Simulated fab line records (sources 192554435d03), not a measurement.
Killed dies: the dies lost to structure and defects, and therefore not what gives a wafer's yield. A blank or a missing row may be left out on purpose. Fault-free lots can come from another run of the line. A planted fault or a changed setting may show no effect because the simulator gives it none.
Comparing a struck lot with a sound one ; flow n5_finfet ; 37 steps out of a route of 1938
Sound: wafers L602.1, L602.2, L602.4. Struck: wafer L604.1. (L604.3 of the same lot was not struck and is left out.) The cause comes at the end.
Each step with rows lists, per side, the tool, then ch with its chambers, then its first start. Under that, the readings that differ: sound wafers ; struck wafers ; difference of the means ; sigmas: that difference in standard deviations of wafers without a fault.
alike: readings whose means differ by less than 2 such deviations, and words and numbers that are the same on both sides. not compared: withheld readings, readings that some wafer has no value for, bounds like >300 that may hide the same value, and numbers for which the record gives no deviation and whose values overlap.
The two part at a step that has a row with sigmas, a row that says differs or no value, or rows on one side only. Non-overlapping numbers with no deviation appear without sigmas and do not part them. A reading that every wafer of one side lacks parts them only if that side has two wafers or more.

first, 9 steps without rows for these wafers: N5_BEOL_M4_ANNEAL_95 (time 240 s); N5_BEOL_M4_SPUTTER_96 (material Cu, target thk 4.5 nm, time 8.29 s); N5_BEOL_M4_ECD_50 (material Cu, target thk 300 nm); N5_BEOL_M4_ANNEAL_51 (time 90 s); N5_BEOL_M4_CMP_52 (polishes, stops on SiOC, t overpolish 6.8 s, target thk 40 nm); N5_BEOL_M4_PRE_CLEAN_60 (time 15 s); N5_BEOL_M4_CO_CAP_55 (material Co, precursor CCTBA/H2, target thk 2 nm, time 102.1 s); N5_BEOL_M4_PRE_CLEAN_56 (time 15 s); N5_BEOL_M4_DEP_57 (deposits SiCN from 3MS/NH3, target thk 8 nm, time 14 s).
N5_BEOL_M4_RC_MEAS_101:
  sound on prober-01 ch 0, day 9 04:10; struck on prober-02 ch 0, day 9 19:11
reading;sound;struck;difference;sigmas
DIBL_P (mV/V);32.3 32.6 32.0;37.0;+4.7;+3
IOFF_N (nA/um);0.121 0.119 0.117;0.181;+0.062;+2
IOFF_P (nA/um);0.16 0.16 0.15;0.27;+0.11;+3
VT_P (mV);-256 -256 -257;-244;+12;+3
  alike: DIBL_N, ION_N, ION_P, SS_N, SS_P, VT_N
then, 24 steps without rows for these wafers: N5_BEOL_M5_ILD_DEP_00 (deposits SiCOH lowk from DEMS/porogen, target thk 140.64 nm, time 25.9 s); N5_BEOL_M5_CURE_79 (cures SiCOH lowk, time 240 s); N5_BEOL_M5_PECVD_70 (deposits SiO2 from TEOS/O2, target thk 16 nm, time 18 s); N5_BEOL_M5_HM_DEP_02 (deposits TiN, target thk 20 nm); N5_BEOL_M5_COAT_59 (time 60 s, resist thk 60 nm); N5_BEOL_M5_COAT_60 (time 60 s, resist thk 12 nm); N5_BEOL_M5_COAT_71 (time 60 s, resist thk 5 nm); N5_BEOL_M5_COAT_05 (resist thk 30 nm); N5_BEOL_M5_EBR_07; N5_BEOL_M5_SOFTBAKE_06 (time 60 s); N5_BEOL_M5_EXPOSE_08 (exposes mask M5, target cd 28 nm); N5_BEOL_M5_PEB_09 (peb time 60 s); N5_BEOL_M5_DEVELOP_10 (develop time 30 s); N5_BEOL_M5_DESCUM_16 (chemistry O2, time 7 s); N5_BEOL_M5_ETCH_72 (etches underlayer in N2/H2, target depth 6.5 nm, time 5.2 s); N5_BEOL_M5_ETCH_61 (etches SiARC in CF4, target depth 15.6 nm, time 26 s); N5_BEOL_M5_ETCH_62 (etches SOC in N2/H2, target depth 75 nm, overetch 15 nm, time 112.5 s); N5_BEOL_M5_STRIP_63 (strips in N2/H2); N5_BEOL_M5_STRIP_73 (strips in N2/H2); N5_BEOL_M5_STRIP_64 (strips in CF4); N5_BEOL_M5_HM_OPEN_17 (chemistry Cl2/BCl3, target TiN, target depth 20 nm, overetch 6 nm); N5_BEOL_M5_STRIP_19 (strips in O2); N5_BEOL_M5_COAT_65 (time 60 s, resist thk 60 nm); N5_BEOL_M5_COAT_66 (time 60 s, resist thk 12 nm).
-- the record jumps here: 4 days lie between the struck wafers' starts before and after (it left off in module BEOL_M5 and takes up again in module BEOL_M14, whose first step shown is number 1764 of the route) --
N5_BEOL_M14_SPUTTER_45: material Cu, target thk 100 nm, time 16.67 s.
  sound on pvd_sputter-02, day 13 12:58; struck on pvd_sputter-02, day 13 23:39
  alike: throttle_valve_pct
N5_BEOL_M15_RC_MEAS_101:
  sound on prober-01 ch 0, day 13 19:14; struck on prober-02 ch 0, day 14 06:10
reading;sound;struck;difference;sigmas
COMB_M12 (S/m);6.8e-12 8.3e-12 9.8e-12;3.5e-12;-4.8e-12;-3
  alike: COMB_M10, COMB_M11, COMB_M13, COMB_M14, COMB_M15, COMB_M5, COMB_M6, COMB_M7, COMB_M8, COMB_M8_max_site, COMB_M9, COMB_M9_max_site, SERP_M10, SERP_M11, SERP_M12, SERP_M13, SERP_M14, SERP_M5, SERP_M6, SERP_M7, SERP_M8, SERP_M9
  not compared: SERP_M14_max_site
N5_PASSIVATION_PROBE_49:
  only the struck wafers here have rows in the record (prober-01, day 14 20:52); the sound ones have none

## WHERE THEY PART
First at N5_BEOL_M4_RC_MEAS_101; last, within this record, at N5_PASSIVATION_PROBE_49.

WHY: what the simulator had put in
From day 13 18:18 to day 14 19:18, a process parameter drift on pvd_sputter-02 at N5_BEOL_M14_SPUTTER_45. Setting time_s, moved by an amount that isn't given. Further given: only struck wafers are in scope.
